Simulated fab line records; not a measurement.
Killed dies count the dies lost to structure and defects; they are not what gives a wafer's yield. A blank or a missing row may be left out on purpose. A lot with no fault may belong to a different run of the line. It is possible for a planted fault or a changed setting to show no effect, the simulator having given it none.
Which tool is to blame? || flow n5_finfet || at 1 step of a route of 1938, 9 lots with 26 wafers sampled

## WHAT EACH GAUGE READ, for each wafer
N5_BEOL_M4_RC_MEAS_101.
{"lot": "L862", "measured": "day 8 23:01", "on": "prober-02", "DIBL_N (mV/V)": "35.5 38.1 38.1"}
{"lot": "L864", "measured": "day 9 03:38", "on": "prober-01", "DIBL_N (mV/V)": "35.6 35.3 34.7"}
{"lot": "L872", "measured": "day 11 11:17", "on": "prober-02", "DIBL_N (mV/V)": "36.8 38.4 36.1"}
{"lot": "L874", "measured": "day 11 11:38", "on": "prober-01", "DIBL_N (mV/V)": "35.9 36.5 36.0"}
{"lot": "L877", "measured": "day 11 19:26", "on": "prober-01", "DIBL_N (mV/V)": "33.6 35.7 35.5"}
{"lot": "L876", "measured": "day 11 20:20", "on": "prober-02", "DIBL_N (mV/V)": "36.4 35.0 39.0"}
{"lot": "L883", "measured": "day 14 01:46", "on": "prober-01", "DIBL_N (mV/V)": "37.9 38.5 37.8"}
{"lot": "L885", "measured": "day 14 04:23", "on": "prober-01", "DIBL_N (mV/V)": "37.0 36.6 38.6"}
{"lot": "L884", "measured": "day 14 09:19", "on": "prober-02", "DIBL_N (mV/V)": "40.8 36.5"}

## EACH LOT AND THE TOOL THAT RAN IT (in order: tool; ch and the chambers of the sampled wafers; start)
Before these readings, the record contains no process step.

## THE ANSWER, worked out from the rows above alone
Rule: the usual values come from the lots themselves. The widest of any qualifying gaps counts: lots, ordered by their means at a reading, are off when they make up no more than a third of the lots, leave a main group of 4 or more, and stand apart from it by 3 or more times the standard deviation of that group's means. If all means in a main group match to the digits the tables above print for the reading, that group is not used. A lot without any number at a reading at which 4 lots or more have one is off too. The other lots that the step has rows for count as sound.
Nothing can be told from this: no lot is off at any reading shown.

## WHAT THE SIMULATOR HAD INSERTED
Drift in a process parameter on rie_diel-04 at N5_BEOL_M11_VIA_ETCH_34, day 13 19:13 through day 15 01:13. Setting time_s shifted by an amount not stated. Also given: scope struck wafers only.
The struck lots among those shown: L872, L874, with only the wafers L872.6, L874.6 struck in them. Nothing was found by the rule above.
